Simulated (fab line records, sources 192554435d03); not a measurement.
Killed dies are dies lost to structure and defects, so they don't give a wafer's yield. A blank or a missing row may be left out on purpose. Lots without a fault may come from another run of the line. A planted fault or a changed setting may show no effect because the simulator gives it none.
Split-lot experiment | flow n5_finfet | 7 lots, 21 wafers read, on a route of 1938 steps

THE SPLIT
At N5_BEOL_M14_TRENCH_ETCH_34 (etches SiO2 in C4F8/O2/Ar, target depth 556.65 nm, time 126.9 s), the setting bias_w was moved away from the recipe's 2040 W on 8 of the 21 wafers read, by -15.5% to +10.2%. The other wafers ran this setting at the recipe's value.

The reading is taken at the split's own step.

THE READING
rf_vpp_V, in V, at N5_BEOL_M14_TRENCH_ETCH_34 (etches SiO2 in C4F8/O2/Ar, target depth 556.65 nm, time 126.9 s). Fault-free wafers of this fab line usually give 2205 V, standard deviation 31 V.

wafer  | tool, chamber at the split | bias_w as run, W | against the recipe | rf_vpp_V, V | against lot-mates on the recipe
L083.3 | rie_diel-05, 3             | 1842             | -9.7%              | 2053        | -206
L083.4 | rie_diel-05, 2             | 2040             | recipe             | 2259        | -
L083.6 | rie_diel-05, 3             | 1842             | -9.7%              | 2052        | -207
L090.1 | rie_diel-05, 3             | 2040             | recipe             | 2204        | -
L090.2 | rie_diel-05, 1             | 2040             | recipe             | 2232        | -
L090.6 | rie_diel-05, 0             | 2040             | recipe             | 2173        | -
L091.2 | rie_diel-06, 3             | 2040             | recipe             | 2190        | -
L091.4 | rie_diel-06, 2             | 2040             | recipe             | 2164        | -
L091.5 | rie_diel-06, 2             | 2040             | recipe             | 2164        | -
L089.2 | rie_diel-02, 0             | 2040             | recipe             | 2219        | -
L089.5 | rie_diel-02, 1             | 2248             | +10.2%             | 2345        | +160
L089.6 | rie_diel-02, 2             | 2040             | recipe             | 2152        | -
L092.1 | rie_diel-02, 1             | 1754             | -14.0%             | 1972        | -221
L092.3 | rie_diel-02, 0             | 1754             | -14.0%             | 1996        | -197
L092.5 | rie_diel-02, 1             | 2040             | recipe             | 2193        | -
L094.2 | rie_diel-02, 1             | 2040             | recipe             | 2195        | -
L094.4 | rie_diel-02, 3             | 2040             | recipe             | 2246        | -
L094.6 | rie_diel-02, 1             | 1723             | -15.5%             | 1947        | -274
L097.1 | rie_diel-06, 1             | 1862             | -8.7%              | 2079        | -130
L097.2 | rie_diel-06, 2             | 1862             | -8.7%              | 2028        | -181
L097.4 | rie_diel-06, 0             | 2040             | recipe             | 2209        | -

THE FIT
A straight line over all 21 wafers: rf_vpp_V changes by +15.5 V for each +1% of bias_w; r = +0.97; the points scatter about the line by 28 V.
The same after taking each lot's own level away (the mean of its wafers on the recipe; 21 wafers): +16.9 V for each +1%; r = +0.97; scatter 26 V.
On that fit, the largest move of bias_w shifts the reading by 2.6e+02 V.
The lots' own levels span 2172.7 to 2259.0 V, that is 2.8 times the standard deviation above.
So the lot-to-lot level changes the slope little: the two slopes agree.
Check: with one of the wafers moved furthest among these (-15.5%) left out of the fit, the line predicts -264 V for it against its lot-mates. It came out at -274 V against them.
Tool readings at the split's step, against how far the setting was moved: rf_vpp_V r = +0.97.

OTHER SPLITS ON THESE WAFERS
These wafers also went through other splits before the reading. Each is held against what the fit with the lots' levels taken away leaves over:
other split on the same wafers | wafers away from the commonest value | r with rf_vpp_V (lot level and that fit taken away)
N5_BEOL_M13_COAT_04 spin_rpm   | 4                                    | +0.30

THE FILE'S OWN FIT
rf_vpp_V changes by +17.1 V for each +1% of bias_w, r = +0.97.
